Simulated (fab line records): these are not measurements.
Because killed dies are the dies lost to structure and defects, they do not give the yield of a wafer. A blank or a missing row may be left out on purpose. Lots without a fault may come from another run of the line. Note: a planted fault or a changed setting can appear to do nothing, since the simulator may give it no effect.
fab line records | flow n5Finfet
record: lots: 9 | wafers: 27 | lastDay: 18
route steps=1938 shown SD_EPI_N@272 SD_EPI_P@297 BEOL_M4@1111 PASSIVATION@1936
lots that met no fault: from a run of the same line without faults
startH: the number of hours between the record's first day and the start of the first shown wafer of the lot | waitH: hours elapsed since this lot's preceding step | " same as the row above | L1.1+2: a single row standing in for several wafers | - no value, or no start was given | * or withheld: withheld | < > ~ a bound
route shown NAME@n: a module of which the file shows steps, and the number in the route of the first | usual: mean and standard deviation over wafers with no fault | same: alike in all rows | chamber/n: place in a boat | sites: readings site by site | _std_site: the values' standard deviation | _edge_site: the outer-site mean with the inner-site mean subtracted | radiusMm: how far each site lies from the wafer's centre | mask NAME#n: copy n | behind: the most recent tool/chamber to have shaped the wafer | hold: the reason the lot was held/the length of the hold in hours/how it ended | device: the n, p or np transistor that did not switch | end of line: at the end of the route, the tests of the same wafers | a step without rows: its recipe alone | killed: the dies lost at the first sort to structure and to defects; this is not the yield of the wafer | map: per-die view of a wafer (x killed, . not killed, _ where there is no die)
set.NAME: the run value of the setting; set.NAME@STEP: its run value at that earlier step | model.NAME: the simulator's own value behind a step, which no gauge read
steps of the route over a sample of lots; a table a step, a row a wafer
services: a tool's chamber out of use, with start hour (startH, from the record's first day; less than 0 if before it), hours out, and reason
== steps ==
step: N5_SD_EPI_N_INSPECT_11
recipe: mode: adi | inspectInstrument: macro
usual: rawDefectCount: 1.8/1.3
lot.wafer | tool             | chamber | startH | waitH | rawDefectCount
L909.1    | defectInspect-02 | -       | 103.29 | 0.0   | 5
L909.2    | "                | -       | "      | "     | 1
L909.6    | "                | -       | "      | "     | 3
L910.1    | defectInspect-01 | -       | 110.22 | 0.0   | 3
L910.4    | "                | -       | "      | "     | 3
L910.5    | "                | -       | "      | "     | 0
L911.1    | defectInspect-01 | -       | 115.22 | 0.0   | 1
L911.3    | "                | -       | "      | "     | 0
L911.6    | "                | -       | "      | "     | 3
L915.1    | defectInspect-01 | -       | 139.72 | 0.0   | 1
L915.2    | "                | -       | "      | "     | 1
L915.3    | "                | -       | "      | "     | 1
L916.2    | defectInspect-02 | -       | 145.17 | 0.0   | 1
L916.3    | "                | -       | "      | "     | 0
L916.4    | "                | -       | "      | "     | 2
L917.1    | defectInspect-01 | -       | 150.56 | 0.0   | 1
L917.2    | "                | -       | "      | "     | 1
L917.4    | "                | -       | "      | "     | 0
L919.1    | defectInspect-01 | -       | 162.78 | 0.0   | 3
L919.3    | "                | -       | "      | "     | 2
L919.5    | "                | -       | "      | "     | 1
L921.2    | defectInspect-02 | -       | 177.23 | 0.0   | 1
L921.3    | "                | -       | "      | "     | 1
L921.6    | "                | -       | "      | "     | 2
L923.3    | defectInspect-02 | -       | 189.53 | 0.0   | 2
L923.5    | "                | -       | "      | "     | 4
L923.6    | "                | -       | "      | "     | 1
step: N5_SD_EPI_N_DESCUM_14
recipe: chemistry: O2 | timeS: 7.9 | sourcePowerW: 50 | biasPowerW: 20 | pressureMtorr: 20 | rfFrequencyHz: 2.712e+07 | tempC: 40 | resist: CAR-ArF-block | o2FlowSccm: 225
usual: drypumpMotorCurrentA: 5.8/0.55 | oesProductAu: 0.79/0.061 | rfVppV: 243.2/1.2 | showerheadPlenumPTorr: 2.09/0.06 | throttleValvePct: 20.53/0.27
lot.wafer | tool       | chamber | startH | waitH | drypumpMotorCurrentA | oesProductAu | rfHoursCounterH | rfVppV | showerheadPlenumPTorr | throttleValvePct
L909.1    | rieDiel-02 | 2       | 103.32 | 0.0   | 5.8                  | 0.79         | 147             | 245.0  | 2.18                  | 20.40
L909.2    | "          | 1       | "      | "     | 6.6                  | 0.75         | 138             | 244.7  | 2.09                  | 20.60
L909.6    | "          | 2       | "      | "     | 5.8                  | 0.78         | -               | 244.2  | 2.18                  | 20.40
L910.1    | rieDiel-04 | 2       | 110.25 | 0.0   | 6.1                  | 0.91         | 25              | 241.7  | 2.04                  | 20.05
L910.4    | "          | 0       | "      | "     | 6.8                  | 0.72         | 180             | 242.7  | 2.00                  | 20.80
L910.5    | "          | 1       | "      | "     | 6.0                  | 0.73         | -               | 243.0  | 2.10                  | 20.91
L911.1    | rieDiel-02 | 3       | 115.25 | 0.0   | 5.0                  | 0.75         | 157             | 242.6  | 2.07                  | 20.69
L911.3    | "          | 0       | "      | "     | 5.6                  | 0.73         | 217             | 244.7  | 2.17                  | 20.80
L911.6    | "          | 1       | "      | "     | 6.6                  | 0.74         | -               | 244.4  | 2.09                  | 20.60
L915.1    | rieDiel-01 | 1       | 139.76 | 0.0   | 5.5                  | 0.83         | 58              | 243.5  | 2.15                  | 20.40
L915.2    | "          | 0       | "      | "     | 5.3                  | 0.90         | 35              | 243.0  | 2.13                  | 20.39
L915.3    | "          | 3       | "      | "     | 6.2                  | 0.84         | 49              | 244.9  | 2.12                  | 19.92
L916.2    | rieDiel-02 | 2       | 145.21 | 0.0   | 5.8                  | 0.76         | 164             | 244.4  | 2.17                  | 20.42
L916.3    | "          | 3       | "      | "     | 5.0                  | 0.74         | 169             | 243.3  | 2.06                  | 20.73
L916.4    | "          | 1       | "      | "     | 6.6                  | 0.74         | 153             | 241.9  | 2.09                  | 20.62
L917.1    | rieDiel-04 | 3       | 150.93 | 0.4   | 5.3                  | 0.76         | 157             | 240.5  | 2.01                  | 20.62
L917.2    | "          | 2       | "      | "     | 6.1                  | 0.88         | 38              | 242.4  | 2.03                  | 20.06
L917.4    | "          | 1       | "      | "     | 6.0                  | 0.72         | -               | 243.9  | 2.09                  | 20.95
L919.1    | rieDiel-01 | 2       | 162.81 | 0.0   | 5.1                  | 0.81         | 89              | 242.0  | 2.04                  | 20.44
L919.3    | "          | 1       | "      | "     | 5.5                  | 0.83         | 66              | 242.7  | 2.15                  | 20.41
L919.5    | "          | 1       | "      | "     | 5.5                  | 0.83         | -               | 244.6  | 2.15                  | 20.40
L921.2    | rieDiel-01 | 0       | 177.26 | 0.0   | 5.3                  | 0.87         | 46              | 244.4  | 2.13                  | 20.40
L921.3    | "          | 3       | "      | "     | 6.3                  | 0.82         | 60              | 242.6  | 2.11                  | 19.94
L921.6    | "          | 3       | "      | "     | 6.3                  | 0.82         | -               | 244.2  | 2.11                  | 19.94
L923.3    | rieDiel-01 | 1       | 189.80 | 0.3   | 5.5                  | 0.81         | 75              | 244.4  | 2.15                  | 20.42
L923.5    | "          | 1       | "      | "     | 5.5                  | 0.80         | -               | 243.0  | 2.15                  | 20.42
L923.6    | "          | 0       | "      | "     | 5.3                  | 0.86         | -               | 244.0  | 2.13                  | 20.42
step: N5_SD_EPI_P_COAT_03
recipe: resist: CAR-ArF-block | spinRpm: 1500 | resistThkNm: 150
usual: spinSpeedRpm: 1499.9/0.82
lot.wafer | tool          | chamber | startH | waitH | spinSpeedRpm
L909.1    | lithoTrack-04 | 0       | 107.54 | -     | 1499.4
L909.2    | "             | 0       | "      | "     | 1500.3
L909.6    | "             | 0       | "      | "     | 1500.7
L910.1    | lithoTrack-02 | 0       | 114.39 | -     | 1501.2
L910.4    | "             | 0       | "      | "     | 1501.2
L910.5    | "             | 0       | "      | "     | 1500.6
L911.1    | lithoTrack-03 | 0       | 119.49 | -     | 1499.9
L911.3    | "             | 0       | "      | "     | 1501.1
L911.6    | "             | 0       | "      | "     | 1499.4
L915.1    | lithoTrack-04 | 0       | 143.78 | -     | 1498.6
L915.2    | "             | 0       | "      | "     | 1500.5
L915.3    | "             | 0       | "      | "     | 1499.6
L916.2    | lithoTrack-04 | 0       | 149.29 | -     | 1437.2
L916.3    | "             | 0       | "      | "     | 1437.4
L916.4    | "             | 0       | "      | "     | 1436.5
L917.1    | lithoTrack-04 | 0       | 155.15 | -     | 1436.2
L917.2    | "             | 0       | "      | "     | 1436.1
L917.4    | "             | 0       | "      | "     | 1436.2
L919.1    | lithoTrack-04 | 0       | 166.81 | -     | 1436.2
L919.3    | "             | 0       | "      | "     | 1436.9
L919.5    | "             | 0       | "      | "     | 1436.4
L921.2    | lithoTrack-03 | 0       | 182.30 | -     | 1500.3
L921.3    | "             | 0       | "      | "     | 1499.8
L921.6    | "             | 0       | "      | "     | 1500.6
L923.3    | lithoTrack-02 | 0       | 193.80 | -     | 1500.5
L923.5    | "             | 0       | "      | "     | 1499.8
L923.6    | "             | 0       | "      | "     | 1501.0
step: N5_SD_EPI_P_DESCUM_14
recipe: chemistry: O2 | timeS: 7.9 | sourcePowerW: 50 | biasPowerW: 20 | pressureMtorr: 20 | rfFrequencyHz: 2.712e+07 | tempC: 40 | resist: CAR-ArF-block | o2FlowSccm: 225
usual: drypumpMotorCurrentA: 5.37/0.27 | oesProductAu: 0.74/0.064 | rfVppV: 243.6/1.1 | showerheadPlenumPTorr: 2.13/0.049 | throttleValvePct: 20.47/0.18
lot.wafer | tool       | chamber | startH | waitH | drypumpMotorCurrentA | oesProductAu | rfHoursCounterH | rfVppV | showerheadPlenumPTorr | throttleValvePct
L909.1    | rieDiel-06 | 1       | 107.99 | 0.0   | 5.46                 | 0.70         | 227             | 244.2  | 2.14                  | 20.50
L909.2    | "          | 0       | "      | "     | 5.08                 | 0.76         | 126             | 245.3  | 2.20                  | 20.35
L909.6    | "          | 0       | "      | "     | 5.08                 | 0.78         | -               | 244.0  | 2.20                  | 20.34
L910.1    | rieDiel-05 | 2       | 114.84 | 0.0   | 5.69                 | 0.69         | 239             | 246.0  | 2.14                  | 20.36
L910.4    | "          | 1       | "      | "     | 5.46                 | 0.99         | 4               | 242.1  | 2.06                  | 20.02
L910.5    | "          | 1       | "      | "     | 5.45                 | 0.98         | -               | 243.1  | 2.06                  | 19.99
L911.1    | rieDiel-06 | 3       | 119.81 | 0.0   | 5.33                 | 0.73         | 143             | 243.5  | 2.10                  | 20.60
L911.3    | "          | 0       | "      | "     | 5.08                 | 0.76         | 130             | 245.3  | 2.20                  | 20.34
L911.6    | "          | 1       | "      | "     | 5.45                 | 0.70         | -               | 244.8  | 2.14                  | 20.52
L915.1    | rieDiel-06 | 3       | 144.32 | 0.1   | 5.27                 | 0.72         | 154             | 242.5  | 2.09                  | 20.62
L915.2    | "          | 0       | "      | "     | 5.09                 | 0.75         | 138             | 244.6  | 2.20                  | 20.36
L915.3    | "          | 1       | "      | "     | 5.44                 | 0.68         | 240             | 243.3  | 2.14                  | 20.53
L916.2    | rieDiel-05 | 1       | 149.79 | 0.2   | 5.45                 | 0.96         | 13              | 243.2  | 2.06                  | 20.02
L916.3    | "          | 0       | "      | "     | 5.04                 | 0.68         | 240             | 244.4  | 2.13                  | 20.66
L916.4    | "          | 3       | "      | "     | 5.31                 | 0.75         | 148             | 244.5  | 2.09                  | 20.42
L917.1    | rieDiel-03 | 3       | 155.60 | 0.0   | 5.16                 | 0.70         | 236             | 243.6  | 2.13                  | 20.60
L917.2    | "          | 1       | "      | "     | 5.27                 | 0.82         | 51              | 245.3  | 2.22                  | 20.39
L917.4    | "          | 2       | "      | "     | 5.26                 | 0.69         | 222             | 242.4  | 2.08                  | 20.59
L919.1    | rieDiel-03 | 1       | 167.26 | 0.0   | 5.27                 | 0.81         | 54              | 245.1  | 2.22                  | 20.40
L919.3    | "          | 3       | "      | "     | 5.14                 | 0.69         | 239             | 244.0  | 2.13                  | 20.60
L919.5    | "          | 3       | "      | "     | 5.12                 | 0.69         | -               | 243.5  | 2.13                  | 20.60
L921.2    | rieDiel-03 | 3       | 182.77 | 0.0   | 5.16                 | 0.70         | 241             | 242.7  | 2.13                  | 20.58
L921.3    | "          | 0       | "      | "     | 5.94                 | 0.72         | 191             | 243.9  | 2.08                  | 20.13
L921.6    | "          | 1       | "      | "     | 5.28                 | 0.83         | -               | 244.1  | 2.22                  | 20.40
L923.3    | rieDiel-06 | 3       | 194.12 | 0.0   | 5.33                 | 0.70         | 173             | 242.8  | 2.09                  | 20.65
L923.5    | "          | 3       | "      | "     | 5.32                 | 0.69         | -               | 243.4  | 2.09                  | 20.66
L923.6    | "          | 0       | "      | "     | 5.10                 | 0.74         | -               | 245.3  | 2.19                  | 20.37
step: N5_BEOL_M4_RC_MEAS_101
usual: DIBL_N: 36.4/1.7 | DIBL_P: 36.4/2.1 | IOFF_N: 0.16/0.035 | IOFF_P: 0.21/0.035 | ION_N: 680/11 | ION_P: 465/6.8 | SS_N: 71.5/0.58 | SS_P: 73.2/0.72 | VT_N: 249/3.6 | VT_P: -250/3.1
lot.wafer | tool      | chamber | startH | waitH | DIBL_N[mV/V] | DIBL_P[mV/V] | IOFF_N[nA/um] | IOFF_P[nA/um] | ION_N[uA/um] | ION_P[uA/um] | SS_N[mV/dec] | SS_P[mV/dec] | VT_N[mV] | VT_P[mV]
L909.1    | prober-02 | 0       | 218.23 | 0.0   | 36.5         | 36.4         | 0.14          | 0.19          | 686          | 472          | 72.0         | 73.6         | 251      | -252
L909.2    | "         | 0       | "      | "     | 38.0         | 39.3         | 0.19          | 0.24          | 693          | 474          | 71.2         | 73.5         | 249      | -249
L909.6    | "         | 0       | "      | "     | 40.3         | 42.2         | 0.24          | 0.30          | 701          | 475          | 72.4         | 74.3         | 244      | -245
L910.1    | prober-01 | 0       | 220.75 | 0.0   | 37.7         | 36.4         | 0.19          | 0.24          | 697          | 474          | 71.9         | 73.2         | 244      | -246
L910.4    | "         | 0       | "      | "     | 35.5         | 33.3         | 0.13          | 0.18          | 655          | 457          | 71.9         | 72.4         | 252      | -252
L910.5    | "         | 0       | "      | "     | 35.9         | 34.8         | 0.14          | 0.21          | 682          | 469          | 71.6         | 72.8         | 246      | -246
L911.1    | prober-02 | 0       | 233.07 | 0.0   | 37.5         | 39.5         | 0.18          | 0.23          | 680          | 463          | 71.6         | 74.5         | 249      | -249
L911.3    | "         | 0       | "      | "     | 37.0         | 37.7         | 0.16          | 0.20          | 662          | 456          | 71.4         | 73.6         | 250      | -251
L911.6    | "         | 0       | "      | "     | 38.2         | 39.3         | 0.19          | 0.22          | 677          | 458          | 71.7         | 74.7         | 247      | -249
L915.1    | prober-02 | 0       | 260.74 | 0.0   | 34.3         | 33.7         | 0.13          | 0.17          | 657          | 460          | 71.6         | 72.2         | 254      | -251
L915.2    | "         | 0       | "      | "     | 32.1         | 33.2         | 0.11          | 0.17          | 669          | 466          | 70.7         | 72.4         | 252      | -253
L915.3    | "         | 0       | "      | "     | 35.0         | 36.9         | 0.15          | 0.20          | 663          | 458          | 71.1         | 73.0         | 249      | -249
L916.2    | prober-01 | 0       | 268.61 | 0.2   | 34.6         | 35.4         | 0.13          | 0.18          | 671          | 468          | 69.9         | 72.8         | 252      | -253
L916.3    | "         | 0       | "      | "     | 35.9         | 36.7         | 0.16          | 0.20          | 684          | 471          | 71.1         | 73.8         | 251      | -252
L916.4    | "         | 0       | "      | "     | 36.6         | 36.7         | 0.17          | 0.19          | 684          | 466          | 71.0         | 73.2         | 253      | -252
L917.1    | prober-02 | 0       | 273.42 | 0.0   | 37.1         | 38.1         | 0.16          | 0.22          | 680          | 461          | 71.9         | 73.2         | 250      | -251
L917.2    | "         | 0       | "      | "     | 36.5         | 37.3         | 0.15          | 0.21          | 656          | 452          | 71.4         | 72.5         | 254      | -250
L917.4    | "         | 0       | "      | "     | 34.3         | 35.6         | 0.13          | 0.19          | 668          | 465          | 71.2         | 72.7         | 255      | -248
L921.2    | prober-02 | 0       | 293.39 | 0.2   | 39.5         | 40.4         | 0.24          | 0.28          | 686          | 463          | 73.2         | 74.5         | 243      | -247
L921.3    | "         | 0       | "      | "     | 37.7         | 37.7         | 0.19          | 0.23          | 702          | 471          | 71.0         | 73.2         | 243      | -249
L921.6    | "         | 0       | "      | "     | 41.5         | 42.8         | 0.31          | 0.32          | 717          | 480          | 72.9         | 75.0         | 239      | -245
L919.1    | prober-01 | 0       | 296.75 | 0.0   | 36.3         | 34.1         | 0.15          | 0.21          | 680          | 469          | 71.4         | 73.1         | 249      | -249
L919.3    | "         | 0       | "      | "     | 38.7         | 36.9         | 0.20          | 0.25          | 689          | 472          | 72.1         | 73.9         | 247      | -248
L919.5    | "         | 0       | "      | "     | 38.8         | 36.5         | 0.21          | 0.24          | 686          | 465          | 71.3         | 73.6         | 247      | -248
L923.3    | prober-01 | 0       | 309.77 | 0.3   | 36.0         | 36.2         | 0.16          | 0.23          | 678          | 470          | 71.7         | 72.8         | 248      | -249
L923.5    | "         | 0       | "      | "     | 34.6         | 33.8         | 0.12          | 0.19          | 665          | 464          | 71.1         | 72.1         | 252      | -251
L923.6    | "         | 0       | "      | "     | 38.6         | 39.1         | 0.21          | 0.28          | 692          | 469          | 72.3         | 74.4         | 247      | -247
step: N5_PASSIVATION_PROBE_49
usual: defectLimitedYield: 91.3/1.4 | killed_at_M0_to_M3: 36/11 | killed_at_M4_up: 13/5.2 | killedAtContacts: 13/6.5 | killedAtFrontEnd: 37/11 | killedAtOther: 3.6/2.9 | killedDies: 103/17 | killedOpen: 68/12 | killedShort: 33/7.3 | sort_bin_4_leakage: 0.01/0.039 | sort_bin_5_function: 5.2/0.91 | sort_bin_6_memory: 3.2/0.67 | sort_bin_8_speed: 0.00/0.0099 | sortNPass: 1077/17 | sortYieldPct: 91.3/1.4
same: grossDies: 1180 | killedAtBackSide: 0
lot.wafer | tool      | chamber | startH | waitH | defectLimitedYield[%] | killed_at_M0_to_M3 | killed_at_M4_up | killedAtContacts | killedAtFrontEnd | killedAtOther | killedDies | killedOpen | killedShort | sort_bin_4_leakage[%] | sort_bin_5_function[%] | sort_bin_6_memory[%] | sort_bin_8_speed[%] | sortNPass | sortYieldPct[%]
L915.2    | prober-02 | -       | 367.17 | 0.1   | 89.9                  | 47                 | 11              | 13               | 46               | 2             | 119        | 85         | 33          | 0                     | 5.6                    | 4.1                  | 0                   | 1061      | 89.9
L916.2    | prober-01 | -       | 379.86 | 0.1   | 89.7                  | 45                 | 19              | 17               | 37               | 3             | 121        | 89         | 29          | 0                     | 5.4                    | 4.6                  | 0                   | 1059      | 89.7
L916.3    | prober-01 | -       | 379.91 | 0.1   | 92.3                  | 38                 | 5               | 5                | 38               | 5             | 91         | 55         | 36          | 0                     | 5.2                    | 1.9                  | 0                   | 1089      | 92.3
L916.4    | prober-01 | -       | 379.96 | 0.2   | 90.7                  | 45                 | 13              | 15               | 31               | 6             | 110        | 79         | 31          | 0                     | 5.3                    | 3.6                  | 0                   | 1070      | 90.7
killed by level:class
L915.2 BEOL_M1:geometricParticle:open=17 MOL_CONTACT_COAG:geometricParticle:open=12 FIN_SAQP:geometricParticle:open=10 BEOL_M0_SAQP:geometricParticle:short=10 FIN_SAQP:geometricParticle:short=9 STI_FIN_REVEAL:geometricParticle:open=6 BEOL_M0_SAQP:geometricParticle:open=6 GATE_CUT:geometricParticle:open=5
L916.2 MOL_CONTACT_COAG:geometricParticle:open=14 BEOL_M3:geometricParticle:open=12 DUMMY_GATE:geometricParticle:open=9 BEOL_M0:geometricParticle:open=9 BEOL_M4:geometricParticle:open=9 FIN_SAQP:geometricParticle:short=8 BEOL_M0_SAQP:geometricParticle:open=6 BEOL_M2:geometricParticle:open=6
L916.3 FIN_SAQP:geometricParticle:open=8 FIN_SAQP:geometricParticle:short=7 BEOL_M3:geometricParticle:open=7 STI_FIN_REVEAL:geometricParticle:open=6 BEOL_M0_SAQP:geometricParticle:short=5 BEOL_M1:geometricParticle:open=5 MOL_CONTACT_COAG:geometricParticle:open=4 BEOL_M0_SAQP:geometricParticle:open=4
L916.4 MOL_CONTACT_COAG:geometricParticle:open=14 BEOL_M2:geometricParticle:open=14 BEOL_M0_SAQP:geometricParticle:open=8 FIN_SAQP:geometricParticle:short=6 BEOL_M0:geometricParticle:open=5 BEOL_M1:geometricParticle:open=5 STARTING-WAFER:geometricParticle:open=5 FIN_SAQP:geometricParticle:open=4
== services ==
tool          | chamber | startH | hours | kind
rieDiel-05    | 0       | 91.43  | 9.1   | repair
rieDiel-06    | 2       | 118.80 | 26.8  | repair
lithoTrack-02 | -       | 125.27 | -     | consumableReplace:filter
rieDiel-04    | 0       | 143.65 | 8.5   | repair
rieDiel-05    | 2       | 156.15 | -     | clean
rieDiel-05    | 2       | 156.15 | -     | consumableReplace:focusRing
rieDiel-05    | 2       | 156.15 | 14.8  | scheduledDown
rieDiel-05    | 2       | 156.15 | 14.8  | ventCycle
rieDiel-06    | 0       | 169.70 | 4.3   | repair
rieDiel-06    | 1       | 173.98 | -     | clean
rieDiel-06    | 1       | 173.98 | -     | consumableReplace:focusRing
rieDiel-06    | 1       | 173.98 | 20.7  | scheduledDown
rieDiel-06    | 1       | 173.98 | 20.7  | ventCycle
rieDiel-05    | 0       | 183.06 | -     | clean
rieDiel-05    | 0       | 183.06 | -     | consumableReplace:focusRing
rieDiel-05    | 0       | 183.06 | 30.2  | scheduledDown
rieDiel-05    | 0       | 183.06 | 30.2  | ventCycle
rieDiel-05    | -       | 184.13 | 1.2   | repair
== key ==
firstSign: step: N5_SD_EPI_P_COAT_03 | reading: spinSpeedRpm | direction: down | sigmas: 78 | usual: * | struck: *
effect none on later readings
metAt N5_SD_EPI_P_COAT_03
struckLots L916,L917,L919
notActingAt N5_SD_EPI_N_INSPECT_11,N5_SD_EPI_N_DESCUM_14,N5_SD_EPI_P_DESCUM_14
onsetBetween 143.78 149.29
fault: kind: processParameterDrift | tool: lithoTrack-04 | chamber: - | onsetH: 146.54 | steps: N5_SD_EPI_P_COAT_03 | channel: spinRpm | offset: * | shape: step | endH: 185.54 | actsIn: * | stated: *
